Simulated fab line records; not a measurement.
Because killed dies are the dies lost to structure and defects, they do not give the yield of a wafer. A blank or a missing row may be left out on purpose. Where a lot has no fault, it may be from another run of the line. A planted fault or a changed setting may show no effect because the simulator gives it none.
Chamber matching / flow n5 finfet / N5_BEOL_M9_STRIP_36 on rie diel-02: 3 sister chambers
The step strips in N2/H2. 3 wafers are shown with their chamber, then 6 later ones without.

== EACH WAFER AND ITS CHAMBER ==
wafer=L084.5; chamber=0; showerhead plenum p Torr (Torr)=2.51
wafer=L084.6; chamber=3; showerhead plenum p Torr (Torr)=2.65
wafer=L087.5; chamber=1; showerhead plenum p Torr (Torr)=2.54

== WAFERS WITH NO CHAMBER GIVEN ==
wafer=L087.6; showerhead plenum p Torr (Torr)=2.51
wafer=L092.1; showerhead plenum p Torr (Torr)=2.64
wafer=L092.6; showerhead plenum p Torr (Torr)=2.64
wafer=L095.2; showerhead plenum p Torr (Torr)=2.50
wafer=L095.3; showerhead plenum p Torr (Torr)=2.53
wafer=L095.6; showerhead plenum p Torr (Torr)=2.50

== EACH ONE'S CHAMBER ==
wafer=L087.6; from the rows above=0; in truth=0
wafer=L092.1; from the rows above=3; in truth=3
wafer=L092.6; from the rows above=3; in truth=3
wafer=L095.2; from the rows above=0; in truth=0
wafer=L095.3; from the rows above=can't be placed: 1 or 0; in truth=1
wafer=L095.6; from the rows above=0; in truth=0
Correct placement for 5 of the 6. Not placeable from these rows: 1 (in 1, the candidates include the true chamber). Placed wrongly: 0.
How it was worked out, from the rows above alone: a wafer's distance from a chamber is the root of the sum, over the readings, of the square of ((its reading less the chamber's mean) divided by the reading's scatter). If the next closest chamber is less than 2 further off than the closest, the wafer can't be placed; otherwise it belongs to the closest. A chamber's mean is the mean of its shown wafers. The scatter: root of mean squared gap, hidden wafer to nearest shown wafer, with one shown wafer a chamber.
